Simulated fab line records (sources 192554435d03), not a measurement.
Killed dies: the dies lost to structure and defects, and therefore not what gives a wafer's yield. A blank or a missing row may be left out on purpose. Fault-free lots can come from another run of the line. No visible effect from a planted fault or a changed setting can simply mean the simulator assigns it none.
Matching of chambers	flow n5Finfet	N5_BEOL_M0_SAQP_STRIP_86 on rieDiel-04: 4 sister chambers
The step strips in N2/H2. 20 wafers are shown with their chamber, then 10 later ones without.

## WAFERS, EACH WITH ITS CHAMBER
wafer	chamber	drypumpMotorCurrentA (A)	throttleValvePct (%)	oesProductAu (a.u.)
L075.2	0	6.3	18.92	0.79
L075.3	3	6.1	18.82	0.71
L075.5	1	6.2	18.77	0.83
L076.1	1	6.2	18.75	0.81
L076.2	3	6.0	18.83	0.71
L076.3	2	5.5	19.10	0.68
L076.4	0	6.4	18.92	0.79
L076.5	2	5.5	19.11	0.68
L076.6	1	6.2	18.77	0.82
L077.4	3	6.1	18.82	0.70
L077.5	2	5.5	19.07	0.68
L077.6	1	6.2	18.76	0.83
L078.1	3	6.0	18.83	0.69
L078.2	0	6.3	18.90	0.80
L078.3	1	6.2	18.77	0.82
L078.4	2	5.5	19.09	0.68
L078.5	2	5.5	19.10	0.67
L078.6	1	6.2	18.81	0.82
L080.2	2	5.5	19.09	0.67
L080.4	2	5.5	19.08	0.67

SIGNATURES, as means of the wafers listed above
reading	chamber 0	chamber 1	chamber 2	chamber 3	scatter within a chamber
drypumpMotorCurrentA	6.333	6.200	5.500	6.050	0.0323
throttleValvePct	18.9133	18.7717	19.0914	18.8250	0.0149
oesProductAu	0.7933	0.8217	0.6757	0.7025	0.00706
Rule: for a wafer and a chamber, the distance is found by dividing, reading by reading, the gap between the wafer's reading and the chamber's mean by the reading's scatter, squaring, summing and taking the root. If the next closest chamber is less than 2 further off than the closest, the wafer can't be placed; otherwise it belongs to the closest. The scatter: take each reading less its chamber's mean, square it, sum over the shown wafers, divide by the number of wafers less the number of chambers, and take the root.

## WAFERS WITH NO CHAMBER GIVEN
wafer	drypumpMotorCurrentA (A)	throttleValvePct (%)	oesProductAu (a.u.)
L080.5	6.4	18.90	0.79
L088.1	5.5	18.73	1.00
L088.3	6.2	18.80	0.79
L088.4	6.0	18.43	0.94
L094.2	6.2	18.83	0.78
L094.3	6.4	18.98	0.76
L094.6	6.1	18.45	0.92
L097.2	6.1	18.47	0.91
L097.3	5.5	18.80	0.93
L097.5	6.3	18.97	0.75

## THE CHAMBER EACH PASSED THROUGH
wafer	from the rows above	in truth
L080.5	0	0
L088.1	1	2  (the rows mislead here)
L088.3	1	1
L088.4	1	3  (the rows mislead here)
L094.2	can't be placed: 1 or 0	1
L094.3	0	0
L094.6	1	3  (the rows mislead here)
L097.2	1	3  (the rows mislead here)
L097.3	1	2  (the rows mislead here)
L097.5	0	0
Correct placement for 4 of the 10. Cannot be placed on the basis of these rows: 1; the candidates contain the true chamber in 1. Placed wrongly: 5.
